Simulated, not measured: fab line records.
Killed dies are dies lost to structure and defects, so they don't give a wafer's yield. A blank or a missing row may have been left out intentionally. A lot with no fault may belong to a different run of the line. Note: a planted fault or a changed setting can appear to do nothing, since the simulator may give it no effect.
Which of the tools did it? :: flow n5-finfet :: 24 wafers from 8 lots sampled at 5 of the route's 1938 steps

== WHAT EACH GAUGE READ, for each wafer ==
N5_BEOL_M4_RC_MEAS_101. Usual: DIBL_N 37.5 mV/V, standard deviation 2.5; DIBL_P 38 mV/V, standard deviation 3.1; IOFF_N 0.19 nA/um, standard deviation 0.059; IOFF_P 0.24 nA/um, standard deviation 0.061; ION_N 679 uA/um, standard deviation 16; ION_P 465 uA/um, standard deviation 9.8; SS_N 72.0 mV/dec, standard deviation 0.8; SS_P 73.7 mV/dec, standard deviation 0.86; VT_N 248 mV, standard deviation 4.5; VT_P -249 mV, standard deviation 3.5.
lot: L391
measured: day 7 19:21
on: prober-02
DIBL_N (mV/V): 34.1 37.8 39.7
DIBL_P (mV/V): 36 37 40
IOFF_N (nA/um): 0.12 0.18 0.23
IOFF_P (nA/um): 0.20 0.22 0.27
ION_N (uA/um): 659 678 679
ION_P (uA/um): 459 466 459
SS_N (mV/dec): 70.6 72.3 72.7
SS_P (mV/dec): 72.8 73.5 74.2
VT_N (mV): 254 251 248
VT_P (mV): -249 -250 -245
flag: 

lot: L396
measured: day 8 23:56
on: prober-02
DIBL_N (mV/V): 31.0 33.5 33.7
DIBL_P (mV/V): 28 33 35
IOFF_N (nA/um): 0.08 0.12 0.13
IOFF_P (nA/um): 0.12 0.18 0.19
ION_N (uA/um): 644 679 672
ION_P (uA/um): 452 467 462
SS_N (mV/dec): 70.6 69.8 70.2
SS_P (mV/dec): 70.8 72.5 73.0
VT_N (mV): 259 253 250
VT_P (mV): -255 -251 -250
flag: 

lot: L399
measured: day 10 21:11
on: prober-01
DIBL_N (mV/V): 34.4 38.7 37.1
DIBL_P (mV/V): 35 39 37
IOFF_N (nA/um): 0.10 0.18 0.14
IOFF_P (nA/um): 0.16 0.24 0.20
ION_N (uA/um): 657 673 651
ION_P (uA/um): 453 467 452
SS_N (mV/dec): 70.8 71.8 71.5
SS_P (mV/dec): 73.2 74.1 73.1
VT_N (mV): 260 247 252
VT_P (mV): -253 -249 -251
flag: 

lot: L403
measured: day 11 13:14
on: prober-02
DIBL_N (mV/V): 35.6 34.5 37.2
DIBL_P (mV/V): 35 34 38
IOFF_N (nA/um): 0.15 0.14 0.18
IOFF_P (nA/um): 0.17 0.17 0.22
ION_N (uA/um): 660 672 678
ION_P (uA/um): 448 453 450
SS_N (mV/dec): 71.4 71.0 71.9
SS_P (mV/dec): 73.2 72.5 73.9
VT_N (mV): 250 248 246
VT_P (mV): -255 -255 -250
flag: 

lot: L405
measured: day 11 19:13
on: prober-02
DIBL_N (mV/V): 35.8 36.5 38.3
DIBL_P (mV/V): 36 37 38
IOFF_N (nA/um): 0.13 0.14 0.19
IOFF_P (nA/um): 0.21 0.21 0.27
ION_N (uA/um): 659 658 682
ION_P (uA/um): 465 455 471
SS_N (mV/dec): 71.9 71.5 72.0
SS_P (mV/dec): 73.3 73.3 74.3
VT_N (mV): 256 252 248
VT_P (mV): -249 -250 -248
flag: 

lot: L407
measured: day 11 22:50
on: prober-02
DIBL_N (mV/V): 36.4 36.4 37.9
DIBL_P (mV/V): 37 37 40
IOFF_N (nA/um): 0.15 0.15 0.19
IOFF_P (nA/um): 0.19 0.20 0.24
ION_N (uA/um): 668 679 689
ION_P (uA/um): 458 466 471
SS_N (mV/dec): 71.9 72.0 72.1
SS_P (mV/dec): 73.5 73.8 74.0
VT_N (mV): 253 252 248
VT_P (mV): -251 -252 -248
flag: 

lot: L409
measured: day 12 20:11
on: prober-02
DIBL_N (mV/V): 34.5 36.0 39.9
DIBL_P (mV/V): 35 35 40
IOFF_N (nA/um): 0.14 0.14 0.24
IOFF_P (nA/um): 0.21 0.20 0.28
ION_N (uA/um): 668 668 696
ION_P (uA/um): 462 459 475
SS_N (mV/dec): 70.9 71.2 71.8
SS_P (mV/dec): 73.5 73.8 74.1
VT_N (mV): 249 251 244
VT_P (mV): -249 -250 -246
flag: 

lot: L410
measured: day 13 00:09
on: prober-02
DIBL_N (mV/V): 37.6 35.7 37.4
DIBL_P (mV/V): 37 34 36
IOFF_N (nA/um): 0.19 0.16 0.20
IOFF_P (nA/um): 0.24 0.21 0.24
ION_N (uA/um): 683 667 685
ION_P (uA/um): 463 462 466
SS_N (mV/dec): 72.1 71.5 72.0
SS_P (mV/dec): 73.9 73.3 73.8
VT_N (mV): 249 249 244
VT_P (mV): -249 -250 -250
flag: 

== EACH LOT AND THE TOOL THAT RAN IT (in order: tool; ch and the chambers of the sampled wafers; start) ==
lot: L391
N5_FIN_SAQP_ETCH_64: rie-si-05 ch 0,3, day 2 01:41
N5_FIN_CUT_ETCH_30: rie-diel-04 ch 0,1, day 2 02:25
N5_FIN_CUT_ETCH_21: rie-diel-04 ch 0,1, day 2 02:29
N5_FIN_CUT_CUT_ETCH_26: rie-diel-04 ch 0,1, day 2 02:49

lot: L396
N5_FIN_SAQP_ETCH_64: rie-si-03 ch 0,2,3, day 3 09:33
N5_FIN_CUT_ETCH_30: rie-diel-06 ch 1,2,3, day 3 10:17
N5_FIN_CUT_ETCH_21: rie-diel-06 ch 1,2,3, day 3 10:20
N5_FIN_CUT_CUT_ETCH_26: rie-diel-06 ch 1,2,3, day 3 10:41

lot: L399
N5_FIN_SAQP_ETCH_64: rie-si-03 ch 2,3, day 4 04:11
N5_FIN_CUT_ETCH_30: rie-diel-06 ch 0,2,3, day 4 04:55
N5_FIN_CUT_ETCH_21: rie-diel-06 ch 0,2,3, day 4 04:59
N5_FIN_CUT_CUT_ETCH_26: rie-diel-06 ch 0,2,3, day 4 05:19

lot: L403
N5_FIN_SAQP_ETCH_64: rie-si-05 ch 1,2,3, day 5 02:47
N5_FIN_CUT_ETCH_30: rie-diel-02 ch 0,1,2, day 5 03:50
N5_FIN_CUT_ETCH_21: rie-diel-02 ch 0,1,2, day 5 03:54
N5_FIN_CUT_CUT_ETCH_26: rie-diel-02 ch 0,1,2, day 5 04:14

lot: L405
N5_FIN_SAQP_ETCH_64: rie-si-05 ch 0,1, day 5 14:32
N5_FIN_CUT_ETCH_30: rie-diel-04 ch 0,1,3, day 5 15:22
N5_FIN_CUT_ETCH_21: rie-diel-04 ch 0,1,3, day 5 15:26
N5_FIN_CUT_CUT_ETCH_26: rie-diel-04 ch 0,1,3, day 5 15:47

lot: L407
N5_FIN_SAQP_ETCH_64: rie-si-06 ch 0,1,3, day 6 04:14
N5_FIN_CUT_ETCH_30: rie-diel-04 ch 0,1, day 6 05:10
N5_FIN_CUT_ETCH_21: rie-diel-04 ch 0,1, day 6 05:14
N5_FIN_CUT_CUT_ETCH_26: rie-diel-04 ch 0,1, day 6 05:34

lot: L409
N5_FIN_SAQP_ETCH_64: rie-si-06 ch 1,2, day 6 15:05
N5_FIN_CUT_ETCH_30: rie-diel-02 ch 1,2,3, day 6 15:57
N5_FIN_CUT_ETCH_21: rie-diel-02 ch 1,2,3, day 6 16:01
N5_FIN_CUT_CUT_ETCH_26: rie-diel-02 ch 1,2,3, day 6 16:21

lot: L410
N5_FIN_SAQP_ETCH_64: rie-si-05 ch 0,1,2, day 6 21:23
N5_FIN_CUT_ETCH_30: rie-diel-02 ch 0,1,3, day 6 22:14
N5_FIN_CUT_ETCH_21: rie-diel-02 ch 0,1,3, day 6 22:18
N5_FIN_CUT_CUT_ETCH_26: rie-diel-02 ch 0,1,3, day 6 22:38
- N5_FIN_SAQP_ETCH_64: etches SiO2 in CF4, target depth 1.5 nm.
- N5_FIN_CUT_ETCH_30: etches underlayer in N2/H2, target depth 13 nm, time 10.4 s.
- N5_FIN_CUT_ETCH_21: etches SOC in N2/H2, target depth 219 nm, overetch 43.8 nm, time 523.5 s.
- N5_FIN_CUT_CUT_ETCH_26: etches SiNx in CH3F/O2, target depth 39 nm, time 55.7 s.

== AS READ BY THE TOOLS THEMSELVES (means over the sampled wafers that have a number; for cases with no such wafer, the mark the record gives instead) ==
N5_FIN_SAQP_ETCH_64. Usual: value, then standard deviation, for each; bias-w 400.0 W / 1.1; cf4-flow-sccm 80.00 sccm / 0.26; chamber-pressure-mTorr 10.000 mTorr / 0.0094; drypump-motor-current-A 5.5 A / 0.4; oes-product-au 1.007 a.u. / 0.024; rf-fwd-power-W 784 W / 3.9; throttle-valve-pct 21.8 % / 0.3.
lot: L391
tool: rie-si-05
bias-w (W): 399.2
cf4-flow-sccm (sccm): 80.37
chamber-pressure-mTorr (mTorr): 10.005
drypump-motor-current-A (A): 5.3
oes-product-au (a.u.): 0.993
rf-fwd-power-W (W): 786
throttle-valve-pct (%): 21.6
flag: 

lot: L396
tool: rie-si-03
bias-w (W): 401.3
cf4-flow-sccm (sccm): 80.06
chamber-pressure-mTorr (mTorr): 10.001
drypump-motor-current-A (A): 5.3
oes-product-au (a.u.): 0.999
rf-fwd-power-W (W): 785
throttle-valve-pct (%): 21.8
flag: 

lot: L399
tool: rie-si-03
bias-w (W): 401.6
cf4-flow-sccm (sccm): 79.94
chamber-pressure-mTorr (mTorr): 9.989
drypump-motor-current-A (A): 5.3
oes-product-au (a.u.): 1.014
rf-fwd-power-W (W): 780
throttle-valve-pct (%): 21.8
flag: 

lot: L403
tool: rie-si-05
bias-w (W): 398.7
cf4-flow-sccm (sccm): 80.12
chamber-pressure-mTorr (mTorr): 9.985
drypump-motor-current-A (A): 5.6
oes-product-au (a.u.): 1.013
rf-fwd-power-W (W): 785
throttle-valve-pct (%): 21.7
flag: 

lot: L405
tool: rie-si-05
bias-w (W): 399.6
cf4-flow-sccm (sccm): 79.93
chamber-pressure-mTorr (mTorr): 10.003
drypump-motor-current-A (A): 5.9
oes-product-au (a.u.): 0.970
rf-fwd-power-W (W): 782
throttle-valve-pct (%): 21.9
flag: 

lot: L407
tool: rie-si-06
bias-w (W): 399.1
cf4-flow-sccm (sccm): 80.02
chamber-pressure-mTorr (mTorr): 9.995
drypump-motor-current-A (A): 5.5
oes-product-au (a.u.): 1.022
rf-fwd-power-W (W): 785
throttle-valve-pct (%): 22.1
flag: 

lot: L409
tool: rie-si-06
bias-w (W): 399.9
cf4-flow-sccm (sccm): 79.99
chamber-pressure-mTorr (mTorr): 10.002
drypump-motor-current-A (A): 6.0
oes-product-au (a.u.): 1.001
rf-fwd-power-W (W): 782
throttle-valve-pct (%): 21.8
flag: 

lot: L410
tool: rie-si-05
bias-w (W): 400.1
cf4-flow-sccm (sccm): 80.06
chamber-pressure-mTorr (mTorr): 9.997
drypump-motor-current-A (A): 5.9
oes-product-au (a.u.): 1.009
rf-fwd-power-W (W): 783
throttle-valve-pct (%): 21.8
flag: 

N5_FIN_CUT_ETCH_30. Usual: bias-w 150.0 W, standard deviation 0.5; chamber-pressure-mTorr 30.007 mTorr, standard deviation 0.029; drypump-motor-current-A 5.5 A, standard deviation 0.38; etch-rf-on-time-s 10.4 s, standard deviation 0.3; oes-product-au 0.69 a.u., standard deviation 0.081; rf-fwd-power-W 819.2 W, standard deviation 2.7; rf-vpp-V 524.4 V, standard deviation 2.5; showerhead-plenum-p-Torr 2.56 Torr, standard deviation 0.095; throttle-valve-pct 17.90 %, standard deviation 0.21.
lot: L391
tool: rie-diel-04
bias-w (W): 150.2
chamber-pressure-mTorr (mTorr): 30.004
drypump-motor-current-A (A): 5.5
etch-rf-on-time-s (s): 10.6
oes-product-au (a.u.): 0.75
rf-fwd-power-W (W): 818.3
rf-vpp-V (V): 522.6
showerhead-plenum-p-Torr (Torr): 2.51
throttle-valve-pct (%): 17.81
flag: 

lot: L396
tool: rie-diel-06
bias-w (W): 150.1
chamber-pressure-mTorr (mTorr): 29.961
drypump-motor-current-A (A): 5.6
etch-rf-on-time-s (s): 10.2
oes-product-au (a.u.): 0.76
rf-fwd-power-W (W): 818.3
rf-vpp-V (V): 524.5
showerhead-plenum-p-Torr (Torr): 2.59
throttle-valve-pct (%): 17.83
flag: 

lot: L399
tool: rie-diel-06
bias-w (W): 149.6
chamber-pressure-mTorr (mTorr): 30.008
drypump-motor-current-A (A): 5.6
etch-rf-on-time-s (s): 10.2
oes-product-au (a.u.): 0.71
rf-fwd-power-W (W): 818.7
rf-vpp-V (V): 526.4
showerhead-plenum-p-Torr (Torr): 2.66
throttle-valve-pct (%): 17.84
flag: 

lot: L403
tool: rie-diel-02
bias-w (W): 149.8
chamber-pressure-mTorr (mTorr): 29.975
drypump-motor-current-A (A): 5.5
etch-rf-on-time-s (s): 10.3
oes-product-au (a.u.): 0.61
rf-fwd-power-W (W): 819.8
rf-vpp-V (V): 522.5
showerhead-plenum-p-Torr (Torr): 2.51
throttle-valve-pct (%): 17.99
flag: 

lot: L405
tool: rie-diel-04
bias-w (W): 150.3
chamber-pressure-mTorr (mTorr): 30.000
drypump-motor-current-A (A): 5.3
etch-rf-on-time-s (s): 10.6
oes-product-au (a.u.): 0.66
rf-fwd-power-W (W): 818.2
rf-vpp-V (V): 524.4
showerhead-plenum-p-Torr (Torr): 2.55
throttle-valve-pct (%): 17.90
flag: 

lot: L407
tool: rie-diel-04
bias-w (W): 150.2
chamber-pressure-mTorr (mTorr): 30.005
drypump-motor-current-A (A): 5.2
etch-rf-on-time-s (s): 10.9
oes-product-au (a.u.): 0.64
rf-fwd-power-W (W): 818.9
rf-vpp-V (V): 522.3
showerhead-plenum-p-Torr (Torr): 2.50
throttle-valve-pct (%): 17.95
flag: 

lot: L409
tool: rie-diel-02
bias-w (W): 150.2
chamber-pressure-mTorr (mTorr): 30.018
drypump-motor-current-A (A): 5.8
etch-rf-on-time-s (s): 10.1
oes-product-au (a.u.): 0.76
rf-fwd-power-W (W): 823.2
rf-vpp-V (V): 525.0
showerhead-plenum-p-Torr (Torr): 2.57
throttle-valve-pct (%): 17.83
flag: 

lot: L410
tool: rie-diel-02
bias-w (W): 149.7
chamber-pressure-mTorr (mTorr): 30.008
drypump-motor-current-A (A): 5.5
etch-rf-on-time-s (s): 10.5
oes-product-au (a.u.): 0.65
rf-fwd-power-W (W): 817.6
rf-vpp-V (V): 525.6
showerhead-plenum-p-Torr (Torr): 2.58
throttle-valve-pct (%): 18.15
flag: 

N5_FIN_CUT_ETCH_21. Usual: bias-w 61.01 W, standard deviation 0.19; chamber-pressure-mTorr 30.000 mTorr, standard deviation 0.026; drypump-motor-current-A 5.5 A, standard deviation 0.38; oes-product-au 0.74 a.u., standard deviation 0.083; rf-fwd-power-W 848.7 W, standard deviation 2.7; rf-vpp-V 241.0 V, standard deviation 1.5; showerhead-plenum-p-Torr 2.57 Torr, standard deviation 0.095; throttle-valve-pct 17.85 %, standard deviation 0.21.
lot: L391
tool: rie-diel-04
bias-w (W): 61.03
chamber-pressure-mTorr (mTorr): 29.995
drypump-motor-current-A (A): 5.4
oes-product-au (a.u.): 0.82
rf-fwd-power-W (W): 849.9
rf-vpp-V (V): 240.1
showerhead-plenum-p-Torr (Torr): 2.51
throttle-valve-pct (%): 17.75
flag: 

lot: L396
tool: rie-diel-06
bias-w (W): 61.07
chamber-pressure-mTorr (mTorr): 29.998
drypump-motor-current-A (A): 5.6
oes-product-au (a.u.): 0.80
rf-fwd-power-W (W): 850.5
rf-vpp-V (V): 241.7
showerhead-plenum-p-Torr (Torr): 2.59
throttle-valve-pct (%): 17.77
flag: 

lot: L399
tool: rie-diel-06
bias-w (W): 61.13
chamber-pressure-mTorr (mTorr): 29.980
drypump-motor-current-A (A): 5.6
oes-product-au (a.u.): 0.76
rf-fwd-power-W (W): 848.0
rf-vpp-V (V): 242.2
showerhead-plenum-p-Torr (Torr): 2.66
throttle-valve-pct (%): 17.80
flag: 

lot: L403
tool: rie-diel-02
bias-w (W): 61.00
chamber-pressure-mTorr (mTorr): 30.035
drypump-motor-current-A (A): 5.6
oes-product-au (a.u.): 0.65
rf-fwd-power-W (W): 847.9
rf-vpp-V (V): 240.7
showerhead-plenum-p-Torr (Torr): 2.51
throttle-valve-pct (%): 17.95
flag: 

lot: L405
tool: rie-diel-04
bias-w (W): 60.99
chamber-pressure-mTorr (mTorr): 29.995
drypump-motor-current-A (A): 5.3
oes-product-au (a.u.): 0.72
rf-fwd-power-W (W): 848.4
rf-vpp-V (V): 241.1
showerhead-plenum-p-Torr (Torr): 2.55
throttle-valve-pct (%): 17.86
flag: 

lot: L407
tool: rie-diel-04
bias-w (W): 61.14
chamber-pressure-mTorr (mTorr): 30.005
drypump-motor-current-A (A): 5.2
oes-product-au (a.u.): 0.71
rf-fwd-power-W (W): 848.0
rf-vpp-V (V): 240.2
showerhead-plenum-p-Torr (Torr): 2.50
throttle-valve-pct (%): 17.91
flag: 

lot: L409
tool: rie-diel-02
bias-w (W): 61.05
chamber-pressure-mTorr (mTorr): 29.996
drypump-motor-current-A (A): 5.8
oes-product-au (a.u.): 0.81
rf-fwd-power-W (W): 843.8
rf-vpp-V (V): 240.9
showerhead-plenum-p-Torr (Torr): 2.57
throttle-valve-pct (%): 17.79
flag: 

lot: L410
tool: rie-diel-02
bias-w (W): 61.09
chamber-pressure-mTorr (mTorr): 30.013
drypump-motor-current-A (A): 5.5
oes-product-au (a.u.): 0.71
rf-fwd-power-W (W): 850.1
rf-vpp-V (V): 240.9
showerhead-plenum-p-Torr (Torr): 2.58
throttle-valve-pct (%): 18.10
flag: 

N5_FIN_CUT_CUT_ETCH_26. Usual: bias-w 73.02 W, standard deviation 0.23; chamber-pressure-mTorr 29.999 mTorr, standard deviation 0.026; drypump-motor-current-A 5.5 A, standard deviation 0.38; oes_o_777_au 0.80 a.u., standard deviation 0.094; oes-product-au 0.80 a.u., standard deviation 0.094; rf-fwd-power-W 391.4 W, standard deviation 1.5; rf-vpp-V 303 V, standard deviation 8.5; showerhead-plenum-p-Torr 2.02 Torr, standard deviation 0.063; throttle-valve-pct 16.37 %, standard deviation 0.2.
lot: L391
tool: rie-diel-04
bias-w (W): 72.84
chamber-pressure-mTorr (mTorr): 29.997
drypump-motor-current-A (A): 5.4
oes_o_777_au (a.u.): 0.86
oes-product-au (a.u.): 0.88
rf-fwd-power-W (W): 391.3
rf-vpp-V (V): 309
showerhead-plenum-p-Torr (Torr): 1.98
throttle-valve-pct (%): 16.30
flag: 

lot: L396
tool: rie-diel-06
bias-w (W): 72.92
chamber-pressure-mTorr (mTorr): 30.000
drypump-motor-current-A (A): 5.6
oes_o_777_au (a.u.): 0.80
oes-product-au (a.u.): 0.87
rf-fwd-power-W (W): 359.1
rf-vpp-V (V): 319
showerhead-plenum-p-Torr (Torr): 2.03
throttle-valve-pct (%): 16.23
flag: OFF

lot: L399
tool: rie-diel-06
bias-w (W): 72.89
chamber-pressure-mTorr (mTorr): 30.007
drypump-motor-current-A (A): 5.6
oes_o_777_au (a.u.): 0.75
oes-product-au (a.u.): 0.81
rf-fwd-power-W (W): 358.5
rf-vpp-V (V): 318
showerhead-plenum-p-Torr (Torr): 2.08
throttle-valve-pct (%): 16.20
flag: OFF

lot: L403
tool: rie-diel-02
bias-w (W): 73.04
chamber-pressure-mTorr (mTorr): 30.034
drypump-motor-current-A (A): 5.5
oes_o_777_au (a.u.): 0.72
oes-product-au (a.u.): 0.71
rf-fwd-power-W (W): 391.6
rf-vpp-V (V): 305
showerhead-plenum-p-Torr (Torr): 1.99
throttle-valve-pct (%): 16.53
flag: 

lot: L405
tool: rie-diel-04
bias-w (W): 73.11
chamber-pressure-mTorr (mTorr): 30.009
drypump-motor-current-A (A): 5.3
oes_o_777_au (a.u.): 0.77
oes-product-au (a.u.): 0.78
rf-fwd-power-W (W): 390.6
rf-vpp-V (V): 304
showerhead-plenum-p-Torr (Torr): 2.01
throttle-valve-pct (%): 16.43
flag: 

lot: L407
tool: rie-diel-04
bias-w (W): 72.88
chamber-pressure-mTorr (mTorr): 29.981
drypump-motor-current-A (A): 5.2
oes_o_777_au (a.u.): 0.73
oes-product-au (a.u.): 0.75
rf-fwd-power-W (W): 390.7
rf-vpp-V (V): 311
showerhead-plenum-p-Torr (Torr): 1.97
throttle-valve-pct (%): 16.47
flag: 

lot: L409
tool: rie-diel-02
bias-w (W): 72.94
chamber-pressure-mTorr (mTorr): 29.978
drypump-motor-current-A (A): 5.8
oes_o_777_au (a.u.): 0.89
oes-product-au (a.u.): 0.88
rf-fwd-power-W (W): 390.8
rf-vpp-V (V): 303
showerhead-plenum-p-Torr (Torr): 2.02
throttle-valve-pct (%): 16.28
flag: 

lot: L410
tool: rie-diel-02
bias-w (W): 73.26
chamber-pressure-mTorr (mTorr): 29.981
drypump-motor-current-A (A): 5.5
oes_o_777_au (a.u.): 0.79
oes-product-au (a.u.): 0.77
rf-fwd-power-W (W): 391.9
rf-vpp-V (V): 307
showerhead-plenum-p-Torr (Torr): 2.03
throttle-valve-pct (%): 16.54
flag: 

== THE ANSWER, worked out from the rows above alone ==
Rule: a lot is off if the mean of its wafers that have a number lies more than 3 standard deviations from the usual mean. A lot without any number at a reading at which 4 lots or more have one is off too. Any other lot the step has rows for is counted as sound. First the gauges in route order, then the tools' own readings, where a lot's mean is used as printed above. The first step at which some lot is off is used, and at that step the reading that is off furthest; a lot without a number counts as furthest.
Off: L396, L399, at N5_FIN_CUT_CUT_ETCH_26 (rf-fwd-power-W).
If a tool, at that step or one of the process steps before it, ran each lot that is off and ran no sound lot following the first of them, it fits. This does not decide it: 2 tools fit, namely rie-si-03 at N5_FIN_SAQP_ETCH_64 and rie-diel-06 at N5_FIN_CUT_ETCH_30 and N5_FIN_CUT_ETCH_21 and N5_FIN_CUT_CUT_ETCH_26.

== WHAT HAD BEEN PUT IN BY THE SIMULATOR ==
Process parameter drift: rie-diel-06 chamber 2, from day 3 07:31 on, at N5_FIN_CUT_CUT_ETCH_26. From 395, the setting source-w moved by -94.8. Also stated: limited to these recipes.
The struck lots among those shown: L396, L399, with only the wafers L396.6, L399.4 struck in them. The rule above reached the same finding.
